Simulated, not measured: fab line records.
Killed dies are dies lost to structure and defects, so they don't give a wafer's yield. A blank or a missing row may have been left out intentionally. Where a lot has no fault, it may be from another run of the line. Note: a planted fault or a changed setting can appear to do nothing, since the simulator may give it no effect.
Chamber matching | flow nand_harc | pecvd-02 running NHARC_A_STAIRCASE_DEP_151: 3 sister chambers
The step deposits SiO2, target thk 3800 nm. 6 wafers are shown with their chamber, then 7 later ones without.

## WAFERS, EACH WITH ITS CHAMBER
wafer  | chamber | heater_power_w (W)
L078.3 | 2       | 737
L085.1 | 0       | 946
L088.2 | 0       | 844
L088.4 | 1       | 667
L091.2 | 2       | 748
L091.3 | 1       | 700

## WAFERS MISSING THEIR CHAMBER
wafer  | heater_power_w (W)
L091.4 | 651
L093.2 | 646
L093.3 | 866
L093.6 | 649
L097.1 | 794
L097.2 | 982
L097.5 | 641

## WHICH CHAMBER EACH ONE RAN IN
wafer  | from the rows above          | in truth
L091.4 | can't be placed: 1 or 2      | 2
L093.2 | can't be placed: 1 or 2      | 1
L093.3 | 0                            | 0
L093.6 | can't be placed: 1 or 2      | 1
L097.1 | can't be placed: 2 or 0 or 1 | 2
L097.2 | 0                            | 0
L097.5 | can't be placed: 1 or 2      | 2
2 of 7 placed correctly. Can't be placed from these rows: 5 (the true chamber is among the candidates in 5). Placed wrongly: 0.
How it was worked out, from the rows above alone: a wafer's distance from a chamber is the root of the sum, over the readings, of the square of ((its reading less the chamber's mean) divided by the reading's scatter). If the next closest chamber is less than 2 further off than the closest, the wafer can't be placed; otherwise it belongs to the closest. A chamber's mean is the mean of its shown wafers. How the scatter is found: for the shown wafers, subtract from each reading the mean of its chamber, square and add these, divide the total by (wafers less chambers), then take the root.
